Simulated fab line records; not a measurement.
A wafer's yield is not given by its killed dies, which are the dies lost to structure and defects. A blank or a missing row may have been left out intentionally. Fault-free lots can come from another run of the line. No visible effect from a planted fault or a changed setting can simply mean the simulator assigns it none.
Matching of chambers    flow nandHarc    NHARC_P_GATE_DEP_103 on pecvd-02: 3 sister chambers
The step deposits SiON, target thk 30 nm. 3 wafers are shown with their chamber, then 12 later ones without.

## WAFERS WITH THEIR CHAMBER
wafer   chamber  heaterPowerW (W)
L085.1  0        808
L087.2  1        847
L087.6  2        841

## WAFERS MISSING THEIR CHAMBER
wafer   heaterPowerW (W)
L089.2  724
L089.4  767
L089.5  750
L092.1  794
L092.3  816
L092.5  802
L095.1  719
L095.4  835
L095.5  724
L096.4  848
L096.5  847
L096.6  848

## WHICH CHAMBER EACH WENT THROUGH
wafer   from the rows above           in truth
L089.2  can't be placed: 0 or 2 or 1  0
L089.4  can't be placed: 0 or 2 or 1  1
L089.5  can't be placed: 0 or 2 or 1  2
L092.1  can't be placed: 0 or 2 or 1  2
L092.3  can't be placed: 0 or 2 or 1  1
L092.5  can't be placed: 0 or 2 or 1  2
L095.1  can't be placed: 0 or 2 or 1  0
L095.4  can't be placed: 2 or 1 or 0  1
L095.5  can't be placed: 0 or 2 or 1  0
L096.4  can't be placed: 1 or 2 or 0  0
L096.5  can't be placed: 1 or 2 or 0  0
L096.6  can't be placed: 1 or 2 or 0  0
Placed correctly: 0 of 12. These rows do not allow placing 12 (true chamber among the candidates in 12). Placed wrongly: 0.
How it was worked out, from the rows above alone: a wafer's distance from a chamber is the root of the sum, over the readings, of the square of ((its reading less the chamber's mean) divided by the reading's scatter). The wafer belongs to the nearest chamber; if the next one is less than 2 further off, it can't be placed. Each chamber's mean is taken over the wafers shown for it. The scatter: with one shown wafer a chamber, the root of the mean of the squares of how far each hidden wafer lies from its nearest shown one.
